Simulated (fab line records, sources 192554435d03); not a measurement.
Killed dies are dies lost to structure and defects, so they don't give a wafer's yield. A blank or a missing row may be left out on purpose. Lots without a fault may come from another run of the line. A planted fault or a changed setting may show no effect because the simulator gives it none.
Chamber matching | flow n5_finfet | N5_BEOL_M10_PECVD_70 on pecvd-03: 3 sister chambers
The step deposits SiO2 from TEOS/O2, target thk 20 nm, time 22.7 s. 14 wafers are shown with their chamber, then 7 later ones without.

WAFERS WITH THEIR CHAMBER
wafer  | chamber | throttle_valve_pct (%) | heater_power_w (W) | showerhead_plenum_p_Torr (Torr)
L515.1 | 2       | 20.4                   | 656                | 8.80
L515.5 | 2       | 20.4                   | 643                | 8.80
L515.6 | 1       | 23.9                   | 841                | 8.85
L516.3 | 2       | 20.5                   | 625                | 8.78
L516.4 | 0       | 21.8                   | 799                | 8.82
L516.6 | 1       | 24.3                   | 889                | 8.86
L521.2 | 0       | 21.8                   | 803                | 8.81
L521.5 | 2       | 20.1                   | 644                | 8.81
L521.6 | 0       | 21.8                   | 832                | 8.84
L523.1 | 1       | 24.3                   | 779                | 8.81
L523.4 | 0       | 21.7                   | 729                | 8.82
L523.6 | 1       | 23.9                   | 789                | 8.87
L527.1 | 1       | 24.1                   | 852                | 8.84
L527.2 | 0       | 22.0                   | 854                | 8.84

SIGNATURES (means of the wafers above)
reading                  | chamber 0 | chamber 1 | chamber 2 | scatter within a chamber
throttle_valve_pct       | 21.820    | 24.100    | 20.350    | 0.165
heater_power_w           | 803.40    | 830.00    | 642.00    | 40.2
showerhead_plenum_p_Torr | 8.8260    | 8.8460    | 8.7975    | 0.0174
Rule: a wafer's distance from a chamber is the root of the sum, over the readings, of the square of ((its reading less the chamber's mean) divided by the reading's scatter). The wafer belongs to the nearest chamber; if the next one is less than 2 further off, it can't be placed. The scatter: the root of (the sum of the squares of (reading less its chamber's mean) over the shown wafers, divided by (wafers less chambers)).

WAFERS WITHOUT THEIR CHAMBER
wafer  | throttle_valve_pct (%) | heater_power_w (W) | showerhead_plenum_p_Torr (Torr)
L527.4 | 24.1                   | 855                | 8.86
L532.1 | 20.6                   | 760                | 8.80
L532.4 | 20.6                   | 766                | 8.80
L532.6 | 21.8                   | 771                | 8.81
L533.2 | 24.1                   | 857                | 8.85
L533.3 | 20.8                   | 692                | 8.80
L533.6 | 24.4                   | 830                | 8.85

WHICH CHAMBER EACH WENT THROUGH
wafer  | from the rows above | in truth
L527.4 | 1                   | 1
L532.1 | 2                   | 2
L532.4 | 2                   | 2
L532.6 | 0                   | 0
L533.2 | 1                   | 1
L533.3 | 2                   | 2
L533.6 | 1                   | 1
Placed correctly: 7 of 7. Can't be placed from these rows: 0. Placed wrongly: 0.
